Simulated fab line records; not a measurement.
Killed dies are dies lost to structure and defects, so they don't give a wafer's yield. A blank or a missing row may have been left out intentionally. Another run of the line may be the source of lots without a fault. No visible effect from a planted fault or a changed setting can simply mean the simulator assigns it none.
Matching of chambers -- flow nandHarc -- NHARC_P_CONTACT_DEP_30 on pecvd-02: 3 sister chambers
The step deposits SiNx, target thk 30 nm. 20 wafers are shown with their chamber, then 10 later ones without.

== WAFERS WITH THEIR CHAMBER ==
wafer,chamber,heaterPowerW (W)
L074.1,2,668
L074.3,0,830
L074.4,0,830
L075.1,1,708
L075.3,0,749
L075.5,0,743
L077.1,0,847
L077.2,2,623
L077.3,1,672
L078.4,0,776
L078.5,1,683
L078.6,2,710
L080.1,0,812
L080.4,1,625
L080.5,0,829
L082.4,2,582
L082.5,0,857
L082.6,1,716
L087.2,1,700
L087.3,0,790

SIGNATURES, as means of the wafers listed above
reading,chamber 0,chamber 1,chamber 2,scatter within a chamber
heaterPowerW,806.30,684.00,645.75,41.3
Rule: distance of a wafer from a chamber = root of the sum over the readings of ((wafer's reading minus chamber's mean) / reading's scatter) squared. The wafer belongs to the nearest chamber; if the next one is less than 2 further off, it can't be placed. The scatter: take each reading less its chamber's mean, square it, sum over the shown wafers, divide by the number of wafers less the number of chambers, and take the root.

== WAFERS WITHOUT THEIR CHAMBER ==
wafer,heaterPowerW (W)
L087.5,624
L091.1,696
L091.3,704
L091.4,689
L092.1,777
L092.4,799
L092.6,621
L095.2,731
L095.4,725
L095.6,744

== CHAMBER TAKEN BY EACH ==
wafer,from the rows above,in truth
L087.5,can't be placed: 2 or 1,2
L091.1,can't be placed: 1 or 2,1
L091.3,can't be placed: 1 or 2 or 0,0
L091.4,can't be placed: 1 or 2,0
L092.1,can't be placed: 0 or 1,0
L092.4,0,0
L092.6,can't be placed: 2 or 1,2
L095.2,can't be placed: 1 or 0 or 2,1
L095.4,can't be placed: 1 or 2 or 0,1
L095.6,can't be placed: 1 or 0 or 2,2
Placed correctly: 1 of 10. Can't be placed from these rows: 9 (the true chamber is among the candidates in 8). 0 placed wrongly.
